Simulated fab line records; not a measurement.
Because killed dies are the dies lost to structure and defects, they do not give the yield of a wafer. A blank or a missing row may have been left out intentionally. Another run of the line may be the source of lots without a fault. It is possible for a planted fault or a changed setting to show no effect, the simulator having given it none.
fab line records	flow n5-finfet
record: lots: 6	wafers: 18	last-day: 17
route steps=1938 shown MOL_CONTACT_COAG@529 BEOL_M4@1111 PASSIVATION@1936
lots untouched by any fault: they come from a run of this same line in which no faults occurred
start-h: hours from the record's first day to the start of the lot's first wafer shown	wait-h: hours elapsed since this lot's preceding step	" repeats the value in the row above	L1.1+2: a single row standing in for several wafers	- value missing, or start not given	* or withheld: withheld	< > ~ a bound
route shown NAME@n: a module of which the file shows steps, and the number in the route of the first	usual: mean/standard deviation taken from wafers without a fault	same: alike in all rows	chamber/n: place in a boat	sites: the reading at each site	_std_site: the standard deviation of these	_edge_site: the outer-site mean with the inner-site mean subtracted	radius-mm: for every site, how far away it sits from the centre of the wafer	mask NAME#n: copy n	behind: tool/chamber where the wafer was last shaped	hold: cause of the lot's hold/its duration in hours/its outcome	device: whichever transistor did not switch (one of n, p or np)	end of line: the route-end tests of the same wafers	for a step that has no rows: nothing shown but its recipe	killed: not the wafer's yield, but the dies lost to structure and defects at the first sort	map: per-die view of a wafer (x killed, . not killed, _ where there is no die)
set.NAME: setting as actually run; set.NAME@STEP: the setting as run at that earlier step	model.NAME: the simulator's own value behind a step, which no gauge read
lots seen at some steps along the route; tables by step, rows by wafer
services: when a tool's chamber went out of use (start-h, in hours from the record's first day, below 0 if earlier), for how many hours, and the reason
== steps ==
step: N5_MOL_CONTACT_COAG_DESCUM_13
recipe: chemistry: O2	time-s: 7	source-power-w: 50	bias-power-w: 20	pressure-mtorr: 20	rf-frequency-hz: 2.712e+07	temp-c: 40	resist: CAR-EUV	o2-flow-sccm: 225
step: N5_MOL_CONTACT_COAG_ETCH_59
recipe: chemistry: N2/H2	target: underlayer	target-depth-a: 130	mask-material: CAR-EUV	time-s: 10.4	ion-energy-ev: 200	pressure-mtorr: 30	source-w: 840	bias-w: 150	n2-flow-sccm: 200	h2-flow-sccm: 200	ends: cleared
usual: drypump-motor-current-A: 5.7/0.33	etch-rf-on-time-s: 10.3/0.39	oes-product-au: 0.68/0.068	rf-fwd-power-W: 819.4/2.6	rf-vpp-V: 524.4/2.1	showerhead-plenum-p-Torr: 2.56/0.071	throttle-valve-pct: 17.79/0.24
lot.wafer	tool	chamber	start-h	wait-h	drypump-motor-current-A	etch-rf-on-time-s	oes-product-au	rf-fwd-power-W	rf-hours-counter-h	rf-vpp-V	showerhead-plenum-p-Torr	throttle-valve-pct
L638.1	rie-diel-01	3	122.04	0.0	5.5	10.4	0.74	821.7	43	524.8	2.59	17.93
L638.3	"	1	"	"	5.6	10.6	0.63	817.2	176	527.5	2.65	18.35
L638.5	"	2	"	"	5.8	10.8	0.58	819.9	-	520.2	2.41	18.31
L642.2	rie-diel-06	0	142.82	0.0	5.6	10.9	0.72	822.9	38	519.8	2.51	17.71
L642.4	"	3	"	"	6.1	10.5	0.71	821.7	86	525.0	2.57	17.60
L642.6	"	2	"	"	5.7	9.6	0.75	816.9	-	524.7	2.56	17.85
L644.2	rie-diel-04	0	155.45	0.0	6.2	10.1	0.77	814.6	35	524.9	2.60	17.68
L644.3	"	1	"	"	5.4	10.7	0.60	820.3	206	523.0	2.51	17.60
L644.6	"	3	"	"	6.1	10.5	0.69	818.1	-	521.4	2.45	17.55
L646.2	rie-diel-06	2	166.24	0.0	5.7	9.7	0.73	826.3	80	522.9	2.55	17.86
L646.3	"	1	"	"	5.9	10.2	0.59	817.5	246	525.2	2.60	17.98
L646.6	"	2	"	"	5.7	9.7	0.74	824.3	-	523.6	2.55	17.88
L648.1	rie-diel-06	0	176.42	0.0	5.6	10.9	0.70	819.9	47	522.8	2.51	17.70
L648.3	"	1	"	"	5.9	10.2	0.58	818.4	251	526.0	2.60	18.02
L648.5	"	2	"	"	5.6	9.8	0.73	815.2	-	524.7	2.55	17.86
L656.3	rie-diel-04	0	227.59	0.0	6.2	9.9	0.73	818.0	60	524.8	2.59	17.71
L656.4	"	3	"	"	6.1	10.5	0.66	818.2	96	519.8	2.44	17.58
L656.5	"	2	"	"	5.5	10.1	0.61	817.4	-	528.2	2.63	17.69
step: N5_MOL_CONTACT_COAG_ETCH_105
recipe: chemistry: CF4	target: SiARC	target-depth-a: 156	mask-material: CAR-EUV	time-s: 26	ion-energy-ev: 80	pressure-mtorr: 40	source-w: 545	bias-w: 36	Ar_flow_sccm: 100	cf4-flow-sccm: 100	ends: cleared
usual: drypump-motor-current-A: 5.7/0.33	etch-rf-on-time-s: 25.8/0.97	oes-product-au: 0.68/0.067	rf-fwd-power-W: 531.7/1.7	rf-vpp-V: 184.1/1	showerhead-plenum-p-Torr: 2.15/0.052	throttle-valve-pct: 15.55/0.26
lot.wafer	tool	chamber	start-h	wait-h	drypump-motor-current-A	etch-rf-on-time-s	oes-product-au	rf-fwd-power-W	rf-hours-counter-h	rf-vpp-V	showerhead-plenum-p-Torr	throttle-valve-pct
L638.1	rie-diel-01	3	122.06	0.0	5.5	26.4	0.74	533.8	43	183.8	2.16	15.59
L638.3	"	1	"	"	5.6	26.5	0.64	532.7	176	184.8	2.22	15.91
L638.5	"	2	"	"	5.9	27.0	0.58	530.8	-	182.0	2.05	16.14
L642.2	rie-diel-06	0	142.84	0.0	5.6	27.2	0.72	534.9	38	183.2	2.09	15.15
L642.4	"	3	"	"	6.0	25.8	0.72	533.1	86	183.1	2.16	15.38
L642.6	"	2	"	"	5.7	24.4	0.74	529.2	-	185.1	2.18	15.80
L644.2	rie-diel-04	0	155.47	0.0	6.2	24.9	0.76	528.8	35	184.5	2.18	15.25
L644.3	"	1	"	"	5.4	26.7	0.60	531.5	206	183.9	2.13	15.60
L644.6	"	3	"	"	6.1	26.2	0.69	530.6	-	182.5	2.07	15.36
L646.2	rie-diel-06	2	166.26	0.0	5.6	24.3	0.73	530.9	80	182.9	2.18	15.81
L646.3	"	1	"	"	5.9	24.9	0.59	533.8	246	184.6	2.21	15.93
L646.6	"	2	"	"	5.6	24.2	0.73	531.1	-	183.2	2.18	15.79
L648.1	rie-diel-06	0	176.44	0.0	5.5	27.2	0.70	530.5	47	184.2	2.09	15.17
L648.3	"	1	"	"	6.0	25.4	0.58	530.4	251	185.3	2.21	15.96
L648.5	"	2	"	"	5.7	24.4	0.73	529.3	-	185.6	2.18	15.81
L656.3	rie-diel-04	0	227.61	0.0	6.2	25.0	0.73	531.3	60	184.1	2.17	15.29
L656.4	"	3	"	"	6.2	26.8	0.66	529.5	96	183.8	2.07	15.40
L656.5	"	2	"	"	5.5	24.8	0.61	531.5	-	185.1	2.21	15.49
step: N5_MOL_CONTACT_COAG_ETCH_106
recipe: chemistry: N2/H2	target: SOC	target-depth-a: 800	overetch-a: 160	mask-material: SiARC	temp-c: 40	time-s: 120	ion-energy-ev: 200	pressure-mtorr: 30	source-w: 840	bias-w: 150	n2-flow-sccm: 200	h2-flow-sccm: 200
usual: drypump-motor-current-A: 5.7/0.33	oes-product-au: 0.70/0.065	rf-fwd-power-W: 835.8/2.7	rf-vpp-V: 524.2/2	showerhead-plenum-p-Torr: 2.56/0.071	throttle-valve-pct: 17.77/0.24
same: time-s: 120
lot.wafer	tool	chamber	start-h	wait-h	drypump-motor-current-A	oes-product-au	rf-fwd-power-W	rf-hours-counter-h	rf-vpp-V	showerhead-plenum-p-Torr	throttle-valve-pct
L638.1	rie-diel-01	3	122.09	0.0	5.5	0.77	836.1	43	525.4	2.59	17.90
L638.3	"	1	"	"	5.6	0.67	832.8	176	525.7	2.65	18.32
L638.5	"	2	"	"	5.8	0.62	835.4	-	520.2	2.41	18.25
L642.2	rie-diel-06	0	142.87	0.0	5.6	0.76	830.1	38	521.1	2.51	17.67
L642.4	"	3	"	"	6.0	0.74	840.0	86	524.9	2.57	17.57
L642.6	"	2	"	"	5.7	0.74	842.3	-	524.2	2.56	17.82
L644.2	rie-diel-04	0	155.50	0.0	6.2	0.77	838.8	35	524.4	2.60	17.63
L644.3	"	1	"	"	5.4	0.63	834.7	207	523.1	2.51	17.60
L644.6	"	3	"	"	6.1	0.72	831.5	-	523.1	2.45	17.52
L646.2	rie-diel-06	2	166.28	0.0	5.7	0.74	839.8	80	524.5	2.55	17.83
L646.3	"	1	"	"	5.9	0.61	837.4	246	527.0	2.60	17.99
L646.6	"	2	"	"	5.6	0.74	838.6	-	523.5	2.55	17.83
L648.1	rie-diel-06	0	176.47	0.0	5.6	0.76	836.9	47	521.0	2.51	17.69
L648.3	"	1	"	"	5.9	0.61	836.3	251	526.6	2.60	18.00
L648.5	"	2	"	"	5.7	0.73	839.5	-	526.2	2.55	17.84
L656.3	rie-diel-04	0	227.64	0.0	6.2	0.75	835.1	60	525.0	2.59	17.67
L656.4	"	3	"	"	6.2	0.69	836.2	96	521.3	2.44	17.56
L656.5	"	2	"	"	5.5	0.62	837.7	-	525.9	2.63	17.68
step: N5_MOL_CONTACT_COAG_STRIP_107
recipe: chemistry: N2/H2	temp-c: 40	n2-flow-sccm: 200	h2-flow-sccm: 200	rf-frequency-hz: 6e+07
step: N5_MOL_CONTACT_COAG_STRIP_108
recipe: chemistry: N2/H2	temp-c: 40	n2-flow-sccm: 200	h2-flow-sccm: 200	rf-frequency-hz: 6e+07
step: N5_MOL_CONTACT_COAG_CONTACT_ETCH_14
recipe: chemistry: C4F6/O2	target: SiO2	target-depth-a: 275	overetch-a: 85	mask-material: SOC	pressure-mtorr: 30	source-w: 370	bias-w: 185	Ar_flow_sccm: 300	C4F6_flow_sccm: 16	O2_flow_sccm: 10	time-s: 20	ion-energy-ev: 259.6
usual: drypump-motor-current-A: 5.7/0.33	oes-product-au: 0.67/0.062	rf-fwd-power-W: 364.0/1.7	rf-vpp-V: 693.1/2.6	showerhead-plenum-p-Torr: 2.90/0.06	throttle-valve-pct: 21.23/0.29
same: time-s: 20
lot.wafer	tool	chamber	start-h	wait-h	drypump-motor-current-A	oes-product-au	rf-fwd-power-W	rf-hours-counter-h	rf-vpp-V	showerhead-plenum-p-Torr	throttle-valve-pct
L638.1	rie-diel-01	3	122.19	0.0	5.5	0.74	364.3	44	694.5	2.90	21.20
L638.3	"	1	"	"	5.6	0.64	366.5	176	696.8	2.95	21.47
L638.5	"	2	"	"	5.8	0.59	365.3	-	689.0	2.77	21.92
L642.2	rie-diel-06	0	142.97	0.0	5.6	0.73	365.6	38	692.7	2.82	20.83
L642.4	"	3	"	"	6.1	0.72	364.3	86	692.2	2.91	21.08
L642.6	"	2	"	"	5.7	0.71	364.3	-	693.4	2.94	21.54
L644.2	rie-diel-04	0	155.60	0.0	6.2	0.74	360.4	35	693.9	2.92	20.91
L644.3	"	1	"	"	5.4	0.60	361.5	207	691.4	2.86	21.19
L644.6	"	3	"	"	6.2	0.69	364.8	-	691.0	2.83	21.28
L646.2	rie-diel-06	2	166.39	0.0	5.7	0.70	363.5	80	694.5	2.93	21.56
L646.3	"	1	"	"	5.9	0.58	368.0	247	694.5	2.98	21.65
L646.6	"	2	"	"	5.7	0.70	364.1	-	693.2	2.93	21.56
L648.1	rie-diel-06	0	176.57	0.0	5.6	0.72	363.8	47	689.7	2.81	20.83
L648.3	"	1	"	"	5.9	0.57	363.8	251	693.8	2.98	21.65
L648.5	"	2	"	"	5.7	0.71	364.3	-	692.8	2.93	21.55
L656.3	rie-diel-04	0	227.74	0.0	6.2	0.72	362.2	60	694.7	2.91	20.95
L656.4	"	3	"	"	6.2	0.67	364.3	96	690.2	2.82	21.29
L656.5	"	2	"	"	5.5	0.59	364.0	-	695.1	2.97	21.08
step: N5_MOL_CONTACT_COAG_STRIP_109
recipe: chemistry: C4F6/O2	resist: SiARC	rf-frequency-hz: 6e+07
step: N5_MOL_CONTACT_COAG_ETCH_15
recipe: chemistry: CH3F/O2	target: SiNx	target-depth-a: 70	mask-material: SOC	stop-on: Si:P	over-etch-frac: 0.75	ion-energy-ev: 120	pressure-mtorr: 30	source-w: 395	bias-w: 73	Ar_flow_sccm: 150	CH3F_flow_sccm: 30	O2_flow_sccm: 20
step: N5_MOL_CONTACT_COAG_ETCH_110
recipe: chemistry: CF4/O2	target: Si	target-depth-a: 25	time-s: 8	pressure-mtorr: 100	source-w: 200	bias-w: 12	ion-energy-ev: 60	Ar_flow_sccm: 100	cf4-flow-sccm: 100	O2_flow_sccm: 10
step: N5_MOL_CONTACT_COAG_STRIP_98
recipe: chemistry: N2/H2	power-w: 500	temp-c: 40	pressure-mtorr: 50	rf-frequency-hz: 6e+07	overash-fraction: 0.3	bias-power-w: 8	h2-frac: 0.5	n2-flow-sccm: 300	h2-flow-sccm: 300
usual: drypump-motor-current-A: 5.7/0.33	oes-product-au: 0.79/0.078	rf-vpp-V: 54.3/1.4	showerhead-plenum-p-Torr: 3.38/0.09	throttle-valve-pct: 18.9/0.31
lot.wafer	tool	chamber	start-h	wait-h	drypump-motor-current-A	oes-product-au	rf-hours-counter-h	rf-vpp-V	showerhead-plenum-p-Torr	throttle-valve-pct
L638.1	rie-diel-01	3	122.33	0.0	5.5	0.87	44	56.0	3.41	19.0
L638.3	"	1	"	"	5.6	0.74	176	55.7	3.50	19.6
L638.5	"	2	"	"	5.9	0.69	-	52.6	3.20	19.2
L642.2	rie-diel-06	0	143.11	0.0	5.5	0.85	38	56.2	3.32	19.2
L642.4	"	3	"	"	6.1	0.83	86	53.8	3.39	18.5
L642.6	"	2	"	"	5.7	0.84	-	54.5	3.38	18.9
L644.2	rie-diel-04	0	155.74	0.0	6.2	0.89	35	54.1	3.44	19.0
L644.3	"	1	"	"	5.4	0.69	207	51.3	3.32	18.4
L644.6	"	3	"	"	6.2	0.80	-	53.2	3.24	18.6
L646.2	rie-diel-06	2	166.53	0.0	5.7	0.82	80	53.5	3.37	18.9
L646.3	"	1	"	"	6.0	0.67	247	54.3	3.43	18.9
L646.6	"	2	"	"	5.7	0.82	-	55.1	3.37	18.9
L648.1	rie-diel-06	0	176.71	0.0	5.6	0.84	47	53.2	3.32	19.3
L648.3	"	1	"	"	6.0	0.67	251	55.9	3.43	18.9
L648.5	"	2	"	"	5.7	0.83	-	54.2	3.37	18.9
L656.3	rie-diel-04	0	227.88	0.0	6.2	0.86	60	53.2	3.42	19.0
L656.4	"	3	"	"	6.1	0.77	96	55.6	3.23	18.7
L656.5	"	2	"	"	5.5	0.69	-	54.8	3.47	18.7
step: N5_MOL_CONTACT_COAG_CD_MEAS_99
recipe: target-cd-nm: 17.2	polarity: opening
usual: cd-nm: 17.2/0.49
lot.wafer	tool	chamber	start-h	wait-h	cd-nm
L638.1	cd-sem-02	-	122.40	-	17.6
L638.3	"	-	"	"	17.0
L638.5	"	-	"	"	17.1
L642.2	cd-sem-01	-	143.18	-	16.6
L642.4	"	-	"	"	17.3
L642.6	"	-	"	"	16.6
L644.2	cd-sem-02	-	155.81	-	16.9
L644.3	"	-	"	"	16.1
L644.6	"	-	"	"	17.3
L646.2	cd-sem-02	-	166.60	-	16.9
L646.3	"	-	"	"	17.4
L646.6	"	-	"	"	17.5
L648.1	cd-sem-03	-	176.78	-	17.5
L648.3	"	-	"	"	17.4
L648.5	"	-	"	"	16.6
L656.3	cd-sem-02	-	227.95	-	17.3
L656.4	"	-	"	"	17.7
L656.5	"	-	"	"	17.7
step: N5_MOL_CONTACT_COAG_IMPLANT_129
recipe: species: Ge	energy-kev: 3	dose-cm2: 6e+14	tilt-deg: 0	rotation-deg: 0
usual: beam-on-s: 38/3.3	dose-ions-cm2: 6e+14/7e+11
lot.wafer	tool	chamber	start-h	wait-h	beam-on-s	dose-ions-cm2
L638.1	implanter-01	0	122.44	0.0	36	6.008e+14
L638.3	"	0	"	"	37	5.994e+14
L638.5	"	0	"	"	35	5.999e+14
L642.2	implanter-02	0	143.25	0.1	42	5.992e+14
L642.4	"	0	"	"	44	5.99e+14
L642.6	"	0	"	"	43	6.009e+14
L644.2	implanter-02	0	155.88	0.1	43	5.996e+14
L644.3	"	0	"	"	41	6.009e+14
L644.6	"	0	"	"	42	5.999e+14
L646.2	implanter-01	0	166.66	0.1	16	2.671e+14
L646.3	"	0	"	"	17	2.664e+14
L646.6	"	0	"	"	17	2.67e+14
L648.1	implanter-01	0	176.82	0.0	16	2.675e+14
L648.3	"	0	"	"	15	2.661e+14
L648.5	"	0	"	"	16	2.673e+14
L656.3	implanter-02	0	228.04	0.1	43	5.994e+14
L656.4	"	0	"	"	41	5.998e+14
L656.5	"	0	"	"	42	5.992e+14
step: N5_MOL_CONTACT_COAG_PRECLEAN_111
recipe: chemistry: NF3:NH3	afs-cycles: 1	temp-c: 30	time-s: 20	sublimation-temp-c: 180	sublimation-time-s: 60	pressure-torr: 3	rf-power-w: 30
step: N5_BEOL_M4_RC_MEAS_101
usual: DIBL_N: 36.0/2.2	DIBL_P: 35.9/2.6	IOFF_N: 0.16/0.038	IOFF_P: 0.21/0.042	ION_N: 675/15	ION_P: 463/10	SS_N: 71.5/0.62	SS_P: 73.2/0.76	VT_N: 250/4.1	VT_P: -251/3.6
lot.wafer	tool	chamber	start-h	wait-h	DIBL_N[mV/V]	DIBL_P[mV/V]	IOFF_N[nA/um]	IOFF_P[nA/um]	ION_N[uA/um]	ION_P[uA/um]	SS_N[mV/dec]	SS_P[mV/dec]	VT_N[mV]	VT_P[mV]
L638.1	prober-01	0	195.21	0.0	34.6	34.5	0.14	0.19	683	470	71.3	73.1	249	-251
L638.3	"	0	"	"	31.4	31.4	0.11	0.16	667	461	70.3	72.1	251	-252
L638.5	"	0	"	"	35.9	36.8	0.16	0.20	689	465	71.7	73.3	249	-252
L642.2	prober-02	0	216.01	0.2	37.0	34.9	0.14	0.16	671	449	71.9	73.1	254	-257
L642.4	"	0	"	"	36.9	36.5	0.16	0.19	683	458	72.4	73.1	252	-256
L642.6	"	0	"	"	34.9	33.9	0.11	0.15	661	445	71.1	73.0	256	-257
L644.2	prober-01	0	230.65	0.2	37.6	35.9	0.17	0.25	688	479	71.0	73.6	251	-247
L644.3	"	0	"	"	36.6	33.7	0.13	0.20	673	468	70.5	72.3	251	-250
L644.6	"	0	"	"	36.8	33.6	0.14	0.21	660	454	71.1	73.3	251	-249
L646.2	prober-02	0	253.82	0.2	37.5	36.4	0.17	0.21	689	475	71.8	73.3	250	-251
L646.3	"	0	"	"	37.1	36.4	0.16	0.20	676	464	72.0	73.1	251	-249
L646.6	"	0	"	"	37.3	36.6	0.17	0.21	687	467	71.5	73.7	249	-247
L648.1	prober-01	0	264.37	0.1	30.7	29.6	0.08	0.11	656	448	70.8	72.5	261	-261
L648.3	"	0	"	"	39.7	39.5	0.23	0.24	674	456	73.9	74.6	245	-251
L648.5	"	0	"	"	34.3	33.5	0.12	0.15	661	443	71.7	72.7	254	-259
L656.3	prober-02	0	306.66	0.3	34.1	34.9	0.15	0.21	684	474	71.1	73.1	247	-249
L656.4	"	0	"	"	32.8	30.7	0.12	0.16	666	459	71.3	71.2	251	-253
L656.5	"	0	"	"	36.8	37.0	0.20	0.25	690	472	71.9	73.3	244	-245
step: N5_PASSIVATION_PROBE_49
usual: defect-limited-yield: 91.4/1.6	killed_at_M0_to_M3: 35/10	killed_at_M4_up: 12/4.7	killed-at-contacts: 12/5.8	killed-at-front-end: 38/12	killed-at-other: 4/3.2	killed-dies: 102/18	killed-open: 68/14	killed-short: 32/8	sort_bin_5_function: 5.1/0.96	sort_bin_6_memory: 3.2/0.77	sort-n-pass: 1078/20	sort-yield-pct: 91.3/1.7
same: gross-dies: 1180	killed-at-back-side: 0	sort_bin_4_leakage[%]: 0	sort_bin_8_speed[%]: 0
lot.wafer	tool	chamber	start-h	wait-h	defect-limited-yield[%]	killed_at_M0_to_M3	killed_at_M4_up	killed-at-contacts	killed-at-front-end	killed-at-other	killed-dies	killed-open	killed-short	sort_bin_5_function[%]	sort_bin_6_memory[%]	sort-n-pass	sort-yield-pct[%]
L644.2	prober-01	-	337.42	0.1	90.1	49	8	12	46	2	117	90	27	6.1	3.5	1063	90.1
L644.3	prober-01	-	337.47	0.1	88.0	50	7	19	65	1	142	101	39	6.8	4.8	1038	88.0
L644.6	prober-01	-	337.62	0.3	90.2	47	10	6	51	2	116	78	38	5.8	3.7	1064	90.2
L646.2	prober-01	-	359.80	0.5	91.0	41	17	6	40	2	106	73	33	5.9	2.8	1074	91.0
L646.3	prober-01	-	359.85	0.6	90.9	43	7	9	43	5	107	73	34	4.5	4.0	1073	90.9
L646.6	prober-01	-	360.00	0.7	91.4	37	11	10	37	6	101	69	32	5.1	3.3	1079	91.4
killed by level:class
L644.2 BEOL_M2:geometric-particle:open=17 FIN_SAQP:geometric-particle:open=14 STI_FIN_REVEAL:geometric-particle:open=13 MOL_CONTACT_COAG:geometric-particle:open=11 BEOL_M1:geometric-particle:open=9 BEOL_M3:geometric-particle:open=7 FIN_SAQP:geometric-particle:short=6 BEOL_M0:geometric-particle:open=4
L644.3 STI_FIN_REVEAL:geometric-particle:open=20 MOL_CONTACT_COAG:geometric-particle:open=15 FIN_SAQP:geometric-particle:open=14 BEOL_M1:geometric-particle:open=12 BEOL_M0_SAQP:geometric-particle:open=11 FIN_SAQP:geometric-particle:short=8 BEOL_M1:geometric-particle:short=6 BEOL_M2:geometric-particle:open=6
L644.6 BEOL_M3:geometric-particle:open=21 FIN_SAQP:geometric-particle:open=16 FIN_SAQP:geometric-particle:short=12 BEOL_M0_SAQP:geometric-particle:short=10 STI_FIN_REVEAL:geometric-particle:open=8 BEOL_M0_SAQP:geometric-particle:open=6 MOL_CONTACT_COAG:geometric-particle:open=5 STARTING-WAFER:geometric-particle:short=4
L646.2 FIN_SAQP:geometric-particle:open=15 BEOL_M0_SAQP:geometric-particle:short=15 BEOL_M4:geometric-particle:open=12 BEOL_M0_SAQP:geometric-particle:open=10 STARTING-WAFER:geometric-particle:open=6 BEOL_M1:geometric-particle:open=6 FIN_SAQP:geometric-particle:short=5 STI_FIN_REVEAL:geometric-particle:open=5
L646.3 BEOL_M0_SAQP:geometric-particle:open=19 BEOL_M0_SAQP:geometric-particle:short=16 FIN_SAQP:geometric-particle:open=9 MOL_CONTACT_COAG:geometric-particle:open=9 STI_FIN_REVEAL:geometric-particle:open=7 DUMMY_GATE:geometric-particle:open=6 GATE_CUT:geometric-particle:short=4 STARTING-WAFER:geometric-particle:short=4
L646.6 STI_FIN_REVEAL:geometric-particle:open=14 BEOL_M0_SAQP:geometric-particle:open=10 MOL_CONTACT_COAG:geometric-particle:open=7 BEOL_M0_SAQP:geometric-particle:short=7 DUMMY_GATE:geometric-particle:open=5 BEOL_M1:geometric-particle:open=5 BEOL_M3:geometric-particle:open=5 BEOL_M5:geometric-particle:open=5
== services ==
tool	chamber	start-h	hours	kind
rie-diel-04	0	102.22	2.3	repair
implanter-02	-	117.88	4.8	repair
implanter-01	-	153.51	1.1	repair
rie-diel-06	0	155.65	13.1	repair
implanter-01	-	159.38	5.7	pm
rie-diel-01	1	173.91	5.0	repair
implanter-02	-	180.82	1.0	repair
rie-diel-06	1	187.11	16.2	repair
implanter-02	-	194.07	14.6	pm
rie-diel-01	2	201.16	-	clean
rie-diel-01	2	201.16	-	consumable-replace:focus-ring
rie-diel-01	2	201.16	-	consumable-replace:showerhead
rie-diel-01	2	201.16	13.0	scheduled-down
rie-diel-01	2	201.16	13.0	vent-cycle
rie-diel-04	1	204.77	9.1	repair
implanter-02	-	220.69	6.9	pm
== key ==
first-sign: step: N5_MOL_CONTACT_COAG_IMPLANT_129	reading: dose-ions-cm2	direction: down	sigmas: 99+	usual: 6e+14	struck: 2.669e+14
effect: step: N5_MOL_CONTACT_COAG_IMPLANT_129	reading: beam-on-s	direction: down	sigmas: 6.8	usual: 38	struck: 16
met-at N5_MOL_CONTACT_COAG_IMPLANT_129
struck-wafers L646.2,L646.3,L646.6,L648.1,L648.3,L648.5
onset-between 122.44 166.66
fault: kind: process-parameter-drift	tool: implanter-01	chamber: -	onset-h: 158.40	steps: N5_MOL_CONTACT_COAG_IMPLANT_129	channel: dose-cm2	offset: -3.3231e+14	shape: step	end-h: 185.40	acts-in: these-recipes-only	stated: 6e+14
